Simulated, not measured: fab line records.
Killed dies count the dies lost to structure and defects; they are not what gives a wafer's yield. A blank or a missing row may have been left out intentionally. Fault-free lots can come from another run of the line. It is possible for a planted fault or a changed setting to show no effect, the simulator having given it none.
Matching of chambers + flow nand_harc + ald_hk-04 running NHARC_A_STAIRCASE_ALD_420: 4 sister chambers
The step deposits SiO2, target thk 20 nm, pulse time 6 s, ald cycles 200. 7 wafers are shown with their chamber, then 7 later ones without.

WAFERS PAIRED WITH THEIR CHAMBERS
| wafer  | chamber | heater_power_w (W) | precursor_pulse_height_rel |
|--------|---------|--------------------|----------------------------|
| L432.3 | 0       | 472                | 1.001                      |
| L434.2 | 1       | 412                | 0.986                      |
| L436.1 | 2       | 485                | 0.997                      |
| L436.2 | 3       | 461                | 1.013                      |
| L436.3 | 0       | 488                | 0.994                      |
| L440.2 | 2       | 481                | 0.994                      |
| L440.4 | 1       | 403                | 0.980                      |

WAFERS WHOSE CHAMBER IS MISSING
| wafer  | heater_power_w (W) | precursor_pulse_height_rel |
|--------|--------------------|----------------------------|
| L440.5 | 408                | 1.016                      |
| L446.1 | 485                | 1.044                      |
| L446.4 | 491                | 0.967                      |
| L446.6 | 486                | 1.021                      |
| L447.2 | 475                | 1.009                      |
| L447.3 | 475                | 1.005                      |
| L447.6 | 413                | 1.002                      |

THE CHAMBER EACH PASSED THROUGH
| wafer  | from the rows above          | in truth                   |
|--------|------------------------------|----------------------------|
| L440.5 | can't be placed: 3 or 1      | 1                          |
| L446.1 | 3                            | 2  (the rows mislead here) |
| L446.4 | can't be placed: 2 or 0      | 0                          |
| L446.6 | 3                            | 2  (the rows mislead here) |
| L447.2 | can't be placed: 3 or 0 or 2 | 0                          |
| L447.3 | can't be placed: 0 or 2 or 3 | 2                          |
| L447.6 | can't be placed: 1 or 3      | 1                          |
Correct placement for 0 of the 7. From these rows, 5 cannot be placed; in 5 the true chamber is one of the candidates. Number placed wrongly: 2.
How it was worked out, from the rows above alone: a wafer's distance from a chamber is the root of the sum, over the readings, of the square of ((its reading less the chamber's mean) divided by the reading's scatter). If the next closest chamber is less than 2 further off than the closest, the wafer can't be placed; otherwise it belongs to the closest. Each chamber's mean is taken over the wafers shown for it. The scatter is the square root of a quotient: the sum, over the shown wafers, of each reading's squared deviation from its chamber's mean, divided by wafers minus chambers.
